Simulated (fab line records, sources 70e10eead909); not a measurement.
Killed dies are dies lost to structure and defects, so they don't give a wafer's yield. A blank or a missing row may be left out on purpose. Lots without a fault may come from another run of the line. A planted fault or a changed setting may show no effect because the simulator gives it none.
One fault seen from 2 desks | flow nand_harc | each desk has only its own numbers; what lay behind them comes last

THE METROLOGY DESK
What the gauges read, lot by lot, whatever tool the lot ran on: means of the sampled wafers that have a number. A lot is out of limits, marked OUT, if its mean lies more than 4 standard deviations from the usual mean; the brackets give that distance.
Columns: A = thk_nm at NHARC_A_ONON_D1_THK_MEAS_05, usual 999 nm; B = thk_nm at NHARC_A_ONON_D1_THK_MEAS_14, usual 999 nm; C = thk_nm at NHARC_A_ONON_D1_THK_MEAS_21, usual 1000 nm
lot  | first seen here | A    | B    | C
L570 | day 7 17:56     | 1016 | 1006 | 998
L574 | day 8 15:46     | 982  | 995  | 983
L575 | day 9 03:17     | 1009 | 1002 | 1008
L576 | day 9 03:17     | 1019 | 991  | 981
L577 | day 9 17:23     | 981  | 1018 | 983
L579 | day 9 17:23     | 999  | 994  | 1003
L578 | day 9 17:27     | 992  | 988  | 986
L580 | day 10 10:53    | 1000 | 1000 | 990
L581 | day 10 18:43    | 988  | 1003 | 996
L582 | day 10 18:44    | 1008 | 1012 | 602 (-36) OUT
L583 | day 10 18:46    | 1006 | 983  | 597 (-37) OUT
L587 | day 11 16:35    | 992  | 1004 | 594 (-37) OUT
L589 | day 12 04:08    | 986  | 975  | 1013
L592 | day 13 03:15    | 1014 | 990  | 1020
L593 | day 13 03:22    | 994  | 1023 | 996
This desk's finding: out of limits on L582, L583, L587; first on L582, day 11 05:20 (thk_nm at NHARC_A_ONON_D1_THK_MEAS_21). In limits: L570, L574, L575, L576, L577, L579, L578, L580, L581, L589, L592, L593.

THE TOOL OWNER'S DESK: pecvd_onon-03
The tool's own readings at NHARC_A_ONON_D1_DEP_19 (target thk 1000 nm): means of the sampled wafers that have a number, for each lot that ran on this tool. A lot is out of limits, marked OUT, if its mean lies more than 4 standard deviations from the usual mean; the brackets give that distance.
Columns: A = nh3_flow_sccm at NHARC_A_ONON_D1_DEP_19, usual 499.5 sccm
lot  | first seen here | A
L574 | day 9 00:44     | 502.6
L575 | day 9 12:11     | 498.5
L578 | day 10 05:32    | 498.7
L580 | day 10 19:54    | 500.5
L582 | day 11 04:50    | 500.0
L583 | day 11 05:18    | 497.0
L587 | day 12 01:34    | 498.1
This desk's finding: nothing out of limits on any of the 7 lots.

PUT TOGETHER
The metrology desk could have raised an alarm at day 11 05:20, on L582, L583, L587.
The tool owner's desk saw nothing out of limits.
The tool owner's desk has L582, L583, L587 on record, within its limits.
Of the lots named, all ran NHARC_A_ONON_D1_DEP_19 on pecvd_onon-03.

WHAT THE SIMULATOR HAD PUT IN
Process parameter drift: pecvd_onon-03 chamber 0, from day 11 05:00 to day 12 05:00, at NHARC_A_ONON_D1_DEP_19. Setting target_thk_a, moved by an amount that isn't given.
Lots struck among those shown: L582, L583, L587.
Hours from the fault's start to each desk's first reading out of limits: the metrology desk, 0.
